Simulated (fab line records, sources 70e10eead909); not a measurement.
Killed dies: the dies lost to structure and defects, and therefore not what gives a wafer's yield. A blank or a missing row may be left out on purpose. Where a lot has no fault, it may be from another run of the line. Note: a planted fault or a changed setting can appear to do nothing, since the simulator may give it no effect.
A lot that was struck, set against a sound lot	flow nand_harc	15 out of 1159 route steps
Sound: the wafers L159.2, L159.3, L159.5. Struck: wafer L166.4 (L166.5, L166.6, from the same lot, were not struck and are left out); the cause is given at the end.
Order at every step that has rows: each side's tool, ch and its chambers, its first start. Under that, the readings that differ: sound wafers	struck wafers	difference of the means	sigmas: that difference in standard deviations of wafers without a fault.
alike: words and numbers the same on both sides, and readings whose means are apart by under 2 such deviations; not compared: readings that were withheld, readings missing a value for some wafer, numbers with overlapping values and no deviation given by the record, and bounds like >300 which may hide the same value.
The two part at a step that has a row with sigmas, a row that says differs or no value, or rows on one side only. Numbers that don't overlap but have no deviation are shown without sigmas and don't part them. A reading missing from all wafers of one side parts the sides only when that side holds two or more wafers.

NHARC_A_CONTACT_ETCH_113: etches the open film in C4F8/O2/Ar, time 94 s, target depth 922 nm.
  sound on har_cap_etch-02 ch 0,1, day 17 04:27; struck on har_cap_etch-03 ch 1, day 18 22:40
  not compared: rf_hours_counter_h, run_length_s
then, 1 step without rows for these wafers: NHARC_A_CONTACT_ETCH_114 (etches the open film in C4F8/O2/Ar, time 94 s, target depth 922 nm).
NHARC_A_CONTACT_ETCH_115: etches the open film in C4F8/O2/Ar, time 94 s, target depth 922 nm.
  sound on har_cap_etch-02 ch 0,1, day 17 04:40; struck on har_cap_etch-03 ch 1, day 18 22:55
  not compared: rf_hours_counter_h, run_length_s
NHARC_A_CONTACT_ETCH_116: etches the open film in C4F8/O2/Ar, time 94 s, target depth 922 nm.
  sound on har_cap_etch-02 ch 0,1, day 17 04:47; struck on har_cap_etch-03 ch 1, day 18 23:02
  not compared: rf_hours_counter_h, run_length_s
then, 1 step without rows for these wafers: NHARC_A_CONTACT_ETCH_117 (etches the open film in C4F8/O2/Ar, time 94 s, target depth 922 nm).
NHARC_A_CONTACT_ETCH_118: etches the open film in C4F8/O2/Ar, time 94 s, target depth 922 nm.
  sound on har_cap_etch-02 ch 0,1, day 17 05:02; struck on har_cap_etch-03 ch 1, day 18 23:17
  not compared: rf_hours_counter_h, run_length_s
then, 2 steps without rows for these wafers: NHARC_A_CONTACT_ETCH_119 (etches the open film in C4F8/O2/Ar, time 94 s, target depth 922 nm); NHARC_A_CONTACT_ETCH_120 (etches the open film in C4F8/O2/Ar, time 94 s, target depth 922 nm).
NHARC_A_CONTACT_ETCH_121: etches the open film in C4F8/O2/Ar, time 94 s, target depth 922 nm.
  sound on har_cap_etch-02 ch 0,1, day 17 05:24; struck on har_cap_etch-03 ch 1, day 18 23:38
  not compared: rf_hours_counter_h, run_length_s
then, 3 steps without rows for these wafers: NHARC_A_CONTACT_ETCH_122 (etches the open film in C4F8/O2/Ar, time 95 s, target depth 930 nm); NHARC_A_CONTACT_ETCH_123 (etches the open film in C4F8/O2/Ar, time 253 s, target depth 1090 nm); NHARC_A_CONTACT_ETCH_90 (etches the open film in CH3F/O2, target depth 40 nm, time 85.7 s).
NHARC_A_CONTACT_ETCH_96: etches the open film in C4F6/O2, target depth 20 nm, time 10 s.
  sound on rie_diel-07 ch 0,2,3, day 17 06:27; struck on rie_diel-07 ch 0, day 19 00:40
reading	sound	struck	difference	sigmas
oes_product_au (a.u.)	0.935 0.952 0.959	1.017	+0.068	+3
run_length_s (s)	31.8 31.1 31.0	28.0	-3.3	-9
  alike: drypump_motor_current_A, mfc_ar_sccm, rf_vpp_V, showerhead_plenum_p_Torr, throttle_valve_pct
  not compared: rf_hours_counter_h
NHARC_A_CONTACT_CD_MEAS_53:
  sound on cd_sem-02, day 17 06:32; struck on cd_sem-03, day 19 00:46
  alike: cd_nm
-- jump in the record: it breaks off in module A_CONTACT and resumes in module END (first step shown: number 1159 of the route), and 3 days separate the struck wafers' starts before and after --
NHARC_END_SORT_01:
  only the struck wafers appear in the record here, on prober-01 ch 0 at day 21 23:59; the sound ones have no rows

== WHERE THEY PART ==
First at NHARC_A_CONTACT_ETCH_96; last, within this record, at NHARC_END_SORT_01.

WHY: what the simulator had put in
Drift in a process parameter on rie_diel-07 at NHARC_A_CONTACT_ETCH_96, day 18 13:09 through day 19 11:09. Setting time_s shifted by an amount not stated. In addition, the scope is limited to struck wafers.
